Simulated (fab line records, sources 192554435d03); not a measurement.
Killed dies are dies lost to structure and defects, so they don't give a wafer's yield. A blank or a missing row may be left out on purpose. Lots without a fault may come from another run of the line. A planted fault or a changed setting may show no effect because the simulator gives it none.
Split-lot experiment | flow n5_finfet | 7 lots, 21 wafers read, on a route of 1938 steps

THE SPLIT
At N5_BEOL_M9_ETCH_66 (etches SOC in N2/H2, target depth 80 nm, overetch 16 nm, time 120 s), the setting bias_w was moved away from the recipe's 150 W on 9 of the 21 wafers read, by -11.3% to +17.2%. The other wafers ran this setting at the recipe's value.

The reading is taken at the split's own step.

THE READING
rf_vpp_V, in V, at N5_BEOL_M9_ETCH_66 (etches SOC in N2/H2, target depth 80 nm, overetch 16 nm, time 120 s). Fault-free wafers of this fab line usually give 524.0 V, standard deviation 1.7 V.

wafer  | tool, chamber at the split | bias_w as run, W | against the recipe | rf_vpp_V, V | against lot-mates on the recipe
L074.3 | rie_diel-05, 0             | 140.9            | -6.1%              | 504.6       | -19.2
L074.5 | rie_diel-05, 0             | 150              | recipe             | 523.8       | -
L074.6 | rie_diel-05, 3             | 140.9            | -6.1%              | 505.8       | -18.0
L076.2 | rie_diel-01, 2             | 150              | recipe             | 525.2       | -
L076.4 | rie_diel-01, 2             | 150              | recipe             | 526.7       | -
L076.5 | rie_diel-01, 1             | 174.8            | +16.5%             | 574.5       | +48.5
L087.1 | rie_diel-02, 2             | 150              | recipe             | 524.9       | -
L087.5 | rie_diel-02, 1             | 137.1            | -8.6%              | 492.2       | -33.4
L087.6 | rie_diel-02, 2             | 150              | recipe             | 526.3       | -
L090.3 | rie_diel-01, 3             | 140.2            | -6.5%              | 499.3       | -26.4
L090.4 | rie_diel-01, 3             | 140.2            | -6.5%              | 497.2       | -28.5
L090.6 | rie_diel-01, 0             | 150              | recipe             | 525.7       | -
L088.1 | rie_diel-02, 1             | 150              | recipe             | 524.1       | -
L088.3 | rie_diel-02, 2             | 150              | recipe             | 524.3       | -
L088.6 | rie_diel-02, 0             | 150              | recipe             | 524.9       | -
L092.3 | rie_diel-01, 1             | 175.8            | +17.2%             | 577.1       | +53.7
L092.5 | rie_diel-01, 1             | 150              | recipe             | 522.1       | -
L092.6 | rie_diel-01, 0             | 150              | recipe             | 524.7       | -
L091.2 | rie_diel-02, 3             | 133              | -11.3%             | 484.6       | -41.0
L091.3 | rie_diel-02, 0             | 133              | -11.3%             | 485.5       | -40.1
L091.5 | rie_diel-02, 2             | 150              | recipe             | 525.6       | -

THE FIT
A straight line over all 21 wafers: rf_vpp_V changes by +3.26 V for each +1% of bias_w; r = +1.00; the points scatter about the line by 2.4 V.
The same after taking each lot's own level away (the mean of its wafers on the recipe; 21 wafers): +3.29 V for each +1%; r = +0.99; scatter 2.6 V.
On that fit, the largest move of bias_w shifts the reading by 57 V.
The lots' own levels span 523.40 to 525.95 V, that is 1.5 times the standard deviation above.
So the lot-to-lot level changes the slope little: the two slopes agree.
Check: with one of the wafers moved furthest among these (+17.2%) left out of the fit, the line predicts +56.1 V for it against its lot-mates. It came out at +53.7 V against them.
Tool readings at the split's step, against how far the setting was moved: rf_vpp_V r = +1.00.

OTHER SPLITS ON THESE WAFERS
These wafers also went through other splits before the reading. Each is held against what the fit with the lots' levels taken away leaves over:
other split on the same wafers | wafers away from the commonest value | r with rf_vpp_V (lot level and that fit taken away)
N5_BEOL_M8_DESCUM_16 time_s    | 7                                    | +0.10

THE WHOLE CHAIN: every reading that the file lists as answering this split, in the file's order
step               | what it does                                                        | reading                                                                          | change (the file's fit)                | r (the file's)
N5_BEOL_M9_ETCH_66 | etches SOC in N2/H2, target depth 80 nm, overetch 16 nm, time 120 s | rf_vpp_V                                                                         | +3.25 V for each +1% of the setting    | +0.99
N5_BEOL_M9_ETCH_66 | etches SOC in N2/H2, target depth 80 nm, overetch 16 nm, time 120 s | SiARC_of_BEOL_M9_COAT_64.thk_nm (the simulator's own value, which no gauge read) | -0.0717 nm for each +1% of the setting | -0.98

THE FILE'S OWN FIT
rf_vpp_V changes by +3.25 V for each +1% of bias_w, r = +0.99.
